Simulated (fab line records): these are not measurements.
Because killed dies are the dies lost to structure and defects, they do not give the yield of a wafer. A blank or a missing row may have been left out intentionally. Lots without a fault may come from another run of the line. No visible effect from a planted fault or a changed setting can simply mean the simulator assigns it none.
A struck lot beside a sound one    flow n5Finfet    20 out of 1938 route steps
Sound: the wafers L640.2, L640.3, L640.4. Struck: wafer L648.2; the same lot's L648.1 was not struck, so it is left out; see the end for the cause.
Per side, at each step with rows, come the tool, then ch with its chambers, and then its first start. Under that, the readings that differ: sound wafers    struck wafers    difference of the means    sigmas: that difference in standard deviations of wafers without a fault.
alike: words and numbers the same on both sides, and readings whose means are apart by under 2 such deviations; not compared: readings that were withheld, readings missing a value for some wafer, numbers with overlapping values and no deviation given by the record, and bounds like >300 which may hide the same value.
The two part at a step that has a row with sigmas, a row that says differs or no value, or rows on one side only. Numbers that have no deviation but don't overlap get no sigmas and don't part them. Lack of a reading on every wafer of one side parts them only where that side has two or more wafers.

N5_BEOL_M12_ETCH_67: etches SiARC in CF4, target depth 143 nm, time 238.3 s.
  sound on rieDiel-06 ch 1,2,3, day 13 11:38; struck on rieDiel-05 ch 0, day 15 18:42
  alike: drypumpMotorCurrentA, etchRfOnTimeS, oesProductAu, rfVppV, showerheadPlenumPTorr, throttleValvePct
  not compared: rfHoursCounterH
N5_BEOL_M12_ETCH_68: etches SOC in N2/H2, time 285 s.
  sound on rieDiel-06 ch 1,2,3, day 13 11:47; struck on rieDiel-05 ch 0, day 15 18:51
  alike: drypumpMotorCurrentA, oesProductAu, rfVppV, showerheadPlenumPTorr, throttleValvePct
  not compared: rfHoursCounterH
then, 3 steps without rows for these wafers: N5_BEOL_M12_STRIP_69 (strips in N2/H2); N5_BEOL_M12_TRENCH_ETCH_34 (etches SiOC in C4F8/O2/Ar, target depth 318.95 nm, time 125.5 s); N5_BEOL_M12_STRIP_70 (strips in C4F8/O2/Ar).
N5_BEOL_M12_OCD_MEAS_35:
  struck on ocd-01, day 15 19:11; sound on ocd-02, day 13 12:07
  alike: trenchDepthNm
then, 1 step without rows for these wafers: N5_BEOL_M12_STRIP_37 (strips in N2/H2).
N5_BEOL_M12_ETCH_38: etches SiCN in CF4/N2, target depth 68.7 nm, time 73.4 s.
  sound on rieDiel-06 ch 1,2,3, day 13 12:15; struck on rieDiel-06 ch 0, day 15 22:38
  alike: drypumpMotorCurrentA, oesProductAu, rfVppV, showerheadPlenumPTorr, throttleValvePct
  not compared: rfHoursCounterH
then, 2 steps without rows for these wafers: N5_BEOL_M12_PRECLEAN_39 (cleans in residue remover, time 60 s); N5_BEOL_M12_SRD_40 (time 30 s, dry time 30 s).
N5_BEOL_M12_DEGAS_41: time 60 s.
  struck on pvdSputter-01, day 15 23:37; sound on pvdSputter-01, day 13 12:45
  alike: heaterPowerW
N5_BEOL_M12_PRE_CLEAN_42: time 30 s.
  struck on pvdSputter-01, day 15 23:39; sound on pvdSputter-01, day 13 12:47
  alike: heaterPowerW
N5_BEOL_M12_SPUTTER_43: material TaN, target thk 15 nm, time 24.19 s.
  struck on pvdSputter-01, day 15 23:41; sound on pvdSputter-01, day 13 12:50
reading                                      sound           struck  difference  sigmas
throttleValvePct (%)                         28.9 29.5 30.1  31.9    +2.4        +3
model.TaN_of_BEOL_M12_SPUTTER_43.thkNm (nm)  15.2 15.2 15.4  20      +5          
then, 4 steps without rows for these wafers: N5_BEOL_M12_SPUTTER_44 (material Ta, target thk 10 nm, time 16.13 s); N5_BEOL_M12_SPUTTER_45 (material Cu, target thk 80 nm, time 13.33 s); N5_BEOL_M12_ECD_47 (material Cu, target thk 720 nm); N5_BEOL_M12_ANNEAL_48 (time 90 s).
N5_BEOL_M12_CMP_49: polishes, stops on SiOC, t overpolish 20.6 s, target thk 320 nm.
  sound on cmp-01 ch 0,2,3, day 13 13:52; struck on cmp-01 ch 2, day 16 00:27
reading                    sound           struck  difference  sigmas
barrierFieldEndpointS (s)  31.6 31.1 31.0  36.1    +4.9        +7
  alike: motorCurrentA, platenRpm, slurryFlowMlMin
N5_BEOL_M12_THK_MEAS_50: measures by xrf.
  struck on filmMetro-01, day 16 00:43; sound on filmMetro-02, day 13 14:10
  alike: M12_THK
next, for these wafers, 1 step has no rows: N5_PASSIVATION_PROBE_49.

== WHERE THEY PART ==
At N5_BEOL_M12_SPUTTER_43 first; at N5_BEOL_M12_CMP_49 last (within this record only). Later steps at which nothing parts them and some readings are alike: N5_BEOL_M12_THK_MEAS_50.

WHY: what the simulator had put in
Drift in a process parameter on pvdSputter-01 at N5_BEOL_M12_SPUTTER_43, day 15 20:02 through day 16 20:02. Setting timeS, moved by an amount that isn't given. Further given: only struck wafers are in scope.
